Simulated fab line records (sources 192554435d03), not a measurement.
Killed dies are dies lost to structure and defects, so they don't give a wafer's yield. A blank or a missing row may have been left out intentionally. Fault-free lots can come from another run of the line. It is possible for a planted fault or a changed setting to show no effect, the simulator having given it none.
Split-lot experiment :: flow n5_finfet :: on a route of 1938 steps: 7 lots, 21 wafers read

== SPLIT DETAILS ==
At N5_BEOL_M3_COAT_05 (resist thk 30 nm), the setting spin_rpm was moved away from the recipe's 1500 rpm on 8 of the 21 wafers read, by -5.5% to +7.6%. The other wafers ran this setting at the recipe's value.

== FROM THE SPLIT TO THE READING: what the file shows between them, 4 steps ==
- N5_BEOL_M3_EBR_07
- N5_BEOL_M3_SOFTBAKE_06: time 60 s
- N5_BEOL_M3_EXPOSE_08: exposes mask M3
- N5_BEOL_M3_PEB_09: peb time 60 s

== THE READING ==
CAR-EUV_of_BEOL_M3_COAT_05.thk_nm (the simulator's own value, which no gauge read), in nm, at N5_BEOL_M3_DEVELOP_10 (develop time 30 s). The file gives no usual value for it. The 13 wafers here that ran the recipe average 29.6 nm, standard deviation 0.11 nm.

wafer: L080.1
tool, chamber at the split: litho_track-05, 0
spin_rpm as run, rpm: 1500
against the recipe: recipe
CAR-EUV_of_BEOL_M3_COAT_05.thk_nm, nm: 29.6
against lot-mates on the recipe: -

wafer: L080.5
tool, chamber at the split: litho_track-05, 0
spin_rpm as run, rpm: 1500
against the recipe: recipe
CAR-EUV_of_BEOL_M3_COAT_05.thk_nm, nm: 29.6
against lot-mates on the recipe: -

wafer: L080.3
tool, chamber at the split: litho_track-05, 0
spin_rpm as run, rpm: 1552
against the recipe: +3.5%
CAR-EUV_of_BEOL_M3_COAT_05.thk_nm, nm: 29.2
against lot-mates on the recipe: -0.4

wafer: L083.4
tool, chamber at the split: litho_track-03, 0
spin_rpm as run, rpm: 1500
against the recipe: recipe
CAR-EUV_of_BEOL_M3_COAT_05.thk_nm, nm: 29.6
against lot-mates on the recipe: -

wafer: L083.5
tool, chamber at the split: litho_track-03, 0
spin_rpm as run, rpm: 1500
against the recipe: recipe
CAR-EUV_of_BEOL_M3_COAT_05.thk_nm, nm: 29.6
against lot-mates on the recipe: -

wafer: L083.6
tool, chamber at the split: litho_track-03, 0
spin_rpm as run, rpm: 1500
against the recipe: recipe
CAR-EUV_of_BEOL_M3_COAT_05.thk_nm, nm: 29.6
against lot-mates on the recipe: -

wafer: L086.4
tool, chamber at the split: litho_track-03, 0
spin_rpm as run, rpm: 1569
against the recipe: +4.6%
CAR-EUV_of_BEOL_M3_COAT_05.thk_nm, nm: 28.8
against lot-mates on the recipe: -0.6

wafer: L086.5
tool, chamber at the split: litho_track-03, 0
spin_rpm as run, rpm: 1569
against the recipe: +4.6%
CAR-EUV_of_BEOL_M3_COAT_05.thk_nm, nm: 28.8
against lot-mates on the recipe: -0.6

wafer: L086.6
tool, chamber at the split: litho_track-03, 0
spin_rpm as run, rpm: 1500
against the recipe: recipe
CAR-EUV_of_BEOL_M3_COAT_05.thk_nm, nm: 29.4
against lot-mates on the recipe: -

wafer: L090.2
tool, chamber at the split: litho_track-05, 0
spin_rpm as run, rpm: 1418
against the recipe: -5.5%
CAR-EUV_of_BEOL_M3_COAT_05.thk_nm, nm: 30.4
against lot-mates on the recipe: +0.8

wafer: L090.4
tool, chamber at the split: litho_track-05, 0
spin_rpm as run, rpm: 1418
against the recipe: -5.5%
CAR-EUV_of_BEOL_M3_COAT_05.thk_nm, nm: 30.4
against lot-mates on the recipe: +0.8

wafer: L090.3
tool, chamber at the split: litho_track-05, 0
spin_rpm as run, rpm: 1500
against the recipe: recipe
CAR-EUV_of_BEOL_M3_COAT_05.thk_nm, nm: 29.6
against lot-mates on the recipe: -

wafer: L093.1
tool, chamber at the split: litho_track-05, 0
spin_rpm as run, rpm: 1607
against the recipe: +7.1%
CAR-EUV_of_BEOL_M3_COAT_05.thk_nm, nm: 28.4
against lot-mates on the recipe: -1.0

wafer: L093.2
tool, chamber at the split: litho_track-05, 0
spin_rpm as run, rpm: 1607
against the recipe: +7.1%
CAR-EUV_of_BEOL_M3_COAT_05.thk_nm, nm: 28.4
against lot-mates on the recipe: -1.0

wafer: L093.5
tool, chamber at the split: litho_track-05, 0
spin_rpm as run, rpm: 1500
against the recipe: recipe
CAR-EUV_of_BEOL_M3_COAT_05.thk_nm, nm: 29.4
against lot-mates on the recipe: -

wafer: L096.1
tool, chamber at the split: litho_track-02, 0
spin_rpm as run, rpm: 1500
against the recipe: recipe
CAR-EUV_of_BEOL_M3_COAT_05.thk_nm, nm: 29.6
against lot-mates on the recipe: -

wafer: L096.3
tool, chamber at the split: litho_track-02, 0
spin_rpm as run, rpm: 1500
against the recipe: recipe
CAR-EUV_of_BEOL_M3_COAT_05.thk_nm, nm: 29.6
against lot-mates on the recipe: -

wafer: L096.2
tool, chamber at the split: litho_track-02, 0
spin_rpm as run, rpm: 1500
against the recipe: recipe
CAR-EUV_of_BEOL_M3_COAT_05.thk_nm, nm: 29.8
against lot-mates on the recipe: -

wafer: L097.3
tool, chamber at the split: litho_track-02, 0
spin_rpm as run, rpm: 1500
against the recipe: recipe
CAR-EUV_of_BEOL_M3_COAT_05.thk_nm, nm: 29.8
against lot-mates on the recipe: -

wafer: L097.4
tool, chamber at the split: litho_track-02, 0
spin_rpm as run, rpm: 1614
against the recipe: +7.6%
CAR-EUV_of_BEOL_M3_COAT_05.thk_nm, nm: 28.6
against lot-mates on the recipe: -1.1

wafer: L097.5
tool, chamber at the split: litho_track-02, 0
spin_rpm as run, rpm: 1500
against the recipe: recipe
CAR-EUV_of_BEOL_M3_COAT_05.thk_nm, nm: 29.6
against lot-mates on the recipe: -

FIT RESULTS
A straight line over all 21 wafers: CAR-EUV_of_BEOL_M3_COAT_05.thk_nm changes by -0.154 nm for each +1% of spin_rpm; r = -0.98; the points scatter about the line by 0.11 nm.
The same after taking each lot's own level away (the mean of its wafers on the recipe; 21 wafers): -0.141 nm for each +1%; r = -0.99; scatter 0.056 nm.
That fit puts the effect of the largest move of spin_rpm on the reading at 1.1 nm.
Measured against the standard deviation above, the lots' own levels, which go from 29.40 to 29.70 nm, span 2.7 times it.
Consequently the slope shifts little with the lot-to-lot level, the two slopes agreeing.
Check: with one of the wafers moved furthest among these (+7.6%) left out of the fit, the line predicts -1.05 nm for it against its lot-mates. It came out at -1.1 nm against them.

== ADDITIONAL SPLITS CARRIED BY THESE WAFERS ==
Other splits were also applied to these wafers ahead of the reading. Each is held against what the fit with the lots' levels taken away leaves over:
other split on the same wafers: N5_BEOL_M2_COAT_22 spin_rpm
wafers away from the commonest value: 5
r with CAR-EUV_of_BEOL_M3_COAT_05.thk_nm (lot level and that fit taken away): +0.06

other split on the same wafers: N5_BEOL_M2_EXPOSE_25 dose_mj
wafers away from the commonest value: 4
r with CAR-EUV_of_BEOL_M3_COAT_05.thk_nm (lot level and that fit taken away): +0.07

== THE WHOLE CHAIN: every reading that the file lists as answering this split, in the file's order ==
step: N5_BEOL_M3_COAT_05
what it does: resist thk 30 nm
reading: CAR-EUV_of_BEOL_M3_COAT_05.thk_nm (the simulator's own value, which no gauge read)
change (the file's fit): -0.152 nm for each +1% of the setting
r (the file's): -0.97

step: N5_BEOL_M3_DEVELOP_10
what it does: develop time 30 s
reading: CAR-EUV_of_BEOL_M3_COAT_05.thk_nm (the simulator's own value, which no gauge read)
change (the file's fit): -0.14 nm for each +1% of the setting
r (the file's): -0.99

== FILE'S OWN FIT ==
CAR-EUV_of_BEOL_M3_COAT_05.thk_nm changes by -0.14 nm for each +1% of spin_rpm, r = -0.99.
